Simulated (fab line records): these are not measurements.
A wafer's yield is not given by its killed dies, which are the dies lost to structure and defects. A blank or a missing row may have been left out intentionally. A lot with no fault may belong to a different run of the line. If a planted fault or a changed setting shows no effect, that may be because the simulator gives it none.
Chamber matching | flow nand-harc | 4 sister chambers for NHARC_A_STAIRCASE_ETCH_253 on rie-diel-01
The step etches the open film in C4F8/O2, target depth 50 nm, time 20.2 s. 18 wafers are shown with their chamber, then 9 later ones without.

== EACH WAFER AND ITS CHAMBER ==
wafer  | chamber | rf-vpp-V (V) | oes-product-au (a.u.)
L077.2 | 3       | 906          | 0.958
L077.4 | 2       | 901          | 0.973
L077.6 | 2       | 899          | 0.969
L080.1 | 2       | 900          | 0.978
L080.2 | 0       | 893          | 0.958
L080.6 | 0       | 891          | 0.967
L081.1 | 1       | 891          | 0.976
L081.3 | 3       | 906          | 0.965
L081.5 | 1       | 891          | 0.968
L083.1 | 0       | 891          | 0.913
L083.2 | 1       | 890          | 0.968
L083.6 | 0       | 894          | 0.913
L085.1 | 3       | 905          | 0.929
L085.4 | 0       | 892          | 0.923
L085.5 | 0       | 892          | 0.928
L089.1 | 3       | 907          | 0.978
L089.2 | 2       | 898          | 0.991
L089.6 | 3       | 905          | 0.974

SIGNATURES (means of the wafers above)
reading        | chamber 0 | chamber 1 | chamber 2 | chamber 3 | scatter within a chamber
rf-vpp-V       | 892.17    | 890.67    | 899.50    | 905.80    | 1.05
oes-product-au | 0.93367   | 0.97067   | 0.97775   | 0.96080   | 0.018
Rule: for each reading, subtract the chamber's mean from the wafer's reading, divide by that reading's scatter and square the result; add these up over the readings and take the root, which gives the wafer's distance from the chamber. The wafer belongs to the nearest chamber; if the next one is less than 2 further off, it can't be placed. How the scatter is found: for the shown wafers, subtract from each reading the mean of its chamber, square and add these, divide the total by (wafers less chambers), then take the root.

== WAFERS MISSING THEIR CHAMBER ==
wafer  | rf-vpp-V (V) | oes-product-au (a.u.)
L091.2 | 890          | 0.960
L091.3 | 905          | 0.976
L091.4 | 892          | 0.956
L095.1 | 899          | 0.980
L095.2 | 889          | 0.948
L095.5 | 906          | 0.969
L097.2 | 899          | 0.940
L097.3 | 905          | 0.950
L097.4 | 890          | 0.941

== WHICH CHAMBER EACH ONE RAN IN ==
wafer  | from the rows above     | in truth
L091.2 | can't be placed: 1 or 0 | 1
L091.3 | 3                       | 3
L091.4 | can't be placed: 0 or 1 | 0
L095.1 | 2                       | 2
L095.2 | can't be placed: 1 or 0 | 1
L095.5 | 3                       | 3
L097.2 | 2                       | 2
L097.3 | 3                       | 3
L097.4 | can't be placed: 1 or 0 | 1
5 of 9 placed correctly. These rows do not allow placing 4 (true chamber among the candidates in 4). 0 placed wrongly.
